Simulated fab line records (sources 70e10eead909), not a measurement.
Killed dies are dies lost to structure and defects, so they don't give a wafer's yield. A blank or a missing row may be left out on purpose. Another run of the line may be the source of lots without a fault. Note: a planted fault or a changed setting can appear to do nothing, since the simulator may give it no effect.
Which tool was responsible? / flow nand_harc / 36 wafers from 12 lots sampled at 2 of the route's 1159 steps

== WHAT THE GAUGES SHOWED, per wafer ==
NHARC_A_CONTACT_CD_MEAS_42: the cd target is 200 nm.
lot=L075; measured=day 16 08:39; on=cd_sem-01; cd_nm (nm)=200.5 200.3 200.6
lot=L076; measured=day 17 01:11; on=cd_sem-03; cd_nm (nm)=199.5 200.1 200.5
lot=L079; measured=day 17 18:25; on=cd_sem-01; cd_nm (nm)=199.5 199.6 198.8
lot=L081; measured=day 18 07:09; on=cd_sem-01; cd_nm (nm)=200.5 200.8 200.5
lot=L084; measured=day 18 22:17; on=cd_sem-02; cd_nm (nm)=200.4 200.0 199.5
lot=L083; measured=day 19 02:43; on=cd_sem-01; cd_nm (nm)=199.5 199.3 199.3
lot=L087; measured=day 19 15:13; on=cd_sem-03; cd_nm (nm)=200.1 199.7 199.9
lot=L089; measured=day 20 08:10; on=cd_sem-01; cd_nm (nm)=200.0 199.8 200.3
lot=L091; measured=day 20 20:54; on=cd_sem-01; cd_nm (nm)=199.5 200.3 200.1
lot=L096; measured=day 21 23:56; on=cd_sem-01; cd_nm (nm)=199.6 199.9 199.7
lot=L093; measured=day 21 19:16; on=cd_sem-02; cd_nm (nm)=199.2 199.4 199.8
lot=L097; measured=day 22 06:53; on=cd_sem-01; cd_nm (nm)=198.9 199.3 200.3

== WHAT TOOL EACH LOT RAN ON (gives the tool, then ch and the chambers of the sampled wafers, and finally the start) ==
lot=L075; NHARC_A_WL_FILL_STRIP_27=plasma_asher-02 ch 0,1, day 15 06:48
lot=L076; NHARC_A_WL_FILL_STRIP_27=plasma_asher-01 ch 0,1, day 15 20:50
lot=L079; NHARC_A_WL_FILL_STRIP_27=plasma_asher-01 ch 0,1, day 16 10:27
lot=L081; NHARC_A_WL_FILL_STRIP_27=plasma_asher-01 ch 0,1, day 17 05:25
lot=L084; NHARC_A_WL_FILL_STRIP_27=plasma_asher-01 ch 0,1, day 17 17:19
lot=L083; NHARC_A_WL_FILL_STRIP_27=plasma_asher-01 ch 0,1, day 17 20:22
lot=L087; NHARC_A_WL_FILL_STRIP_27=plasma_asher-02 ch 0,1, day 18 13:40
lot=L089; NHARC_A_WL_FILL_STRIP_27=plasma_asher-01 ch 0,1, day 19 06:33
lot=L091; NHARC_A_WL_FILL_STRIP_27=plasma_asher-02 ch 0,1, day 19 15:06
lot=L096; NHARC_A_WL_FILL_STRIP_27=plasma_asher-01 ch 0,1, day 20 09:14
lot=L093; NHARC_A_WL_FILL_STRIP_27=plasma_asher-01 ch 0, day 20 11:59
lot=L097; NHARC_A_WL_FILL_STRIP_27=plasma_asher-01 ch 0,1, day 20 21:13
- NHARC_A_WL_FILL_STRIP_27: strips in N2/H2, time 20 s.

== THE ANSWER, worked out from the rows above alone ==
Rule: what is usual is taken from the lots themselves. The widest of any qualifying gaps counts: lots, ordered by their means at a reading, are off when they make up no more than a third of the lots, leave a main group of 4 or more, and stand apart from it by 3 or more times the standard deviation of that group's means. A main group is skipped when, at the precision printed for the reading in the tables above, its means are all equal. Also off: a lot with no number at a reading for which 4 or more lots have one. Where the step has rows for the other lots, those lots are counted as sound.
No lot is off at any reading shown: from this, nothing can be told.

== WHAT THE SIMULATOR PUT IN ==
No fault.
